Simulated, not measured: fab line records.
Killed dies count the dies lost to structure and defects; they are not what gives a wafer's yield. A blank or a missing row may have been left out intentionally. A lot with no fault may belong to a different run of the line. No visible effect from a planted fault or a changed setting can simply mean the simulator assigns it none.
Chamber matching | flow n5-finfet | 4 sister chambers for N5_BEOL_M5_STRIP_19 on rie-diel-02
The step strips in O2. 4 wafers are shown with their chamber, then 8 later ones without.

== EACH WAFER AND ITS CHAMBER ==
wafer  | chamber | drypump-motor-current-A (A)
L088.5 | 0       | 5.1
L089.1 | 1       | 5.6
L089.3 | 2       | 6.0
L090.4 | 3       | 5.6

== WAFERS WHOSE CHAMBER IS MISSING ==
wafer  | drypump-motor-current-A (A)
L090.5 | 6.1
L090.6 | 5.6
L094.1 | 5.6
L094.2 | 6.0
L094.3 | 5.6
L097.1 | 5.6
L097.3 | 5.1
L097.5 | 5.1

== WHICH CHAMBER EACH ONE RAN IN ==
wafer  | from the rows above     | in truth
L090.5 | 2                       | 2
L090.6 | can't be placed: 1 or 3 | 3
L094.1 | can't be placed: 1 or 3 | 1
L094.2 | 2                       | 2
L094.3 | can't be placed: 1 or 3 | 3
L097.1 | can't be placed: 1 or 3 | 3
L097.3 | 0                       | 0
L097.5 | 0                       | 0
Correct placement for 4 of the 8. Unplaceable from these rows: 4, with the true chamber sitting among the candidates in 4. 0 placed wrongly.
How it was worked out, from the rows above alone: a wafer's distance from a chamber is the root of the sum, over the readings, of the square of ((its reading less the chamber's mean) divided by the reading's scatter). The wafer belongs to the nearest chamber; if the next one is less than 2 further off, it can't be placed. A chamber's mean is the mean of its shown wafers. The scatter (one wafer shown for each chamber): square how far every hidden wafer sits from the nearest shown wafer, average those squares and take the square root.
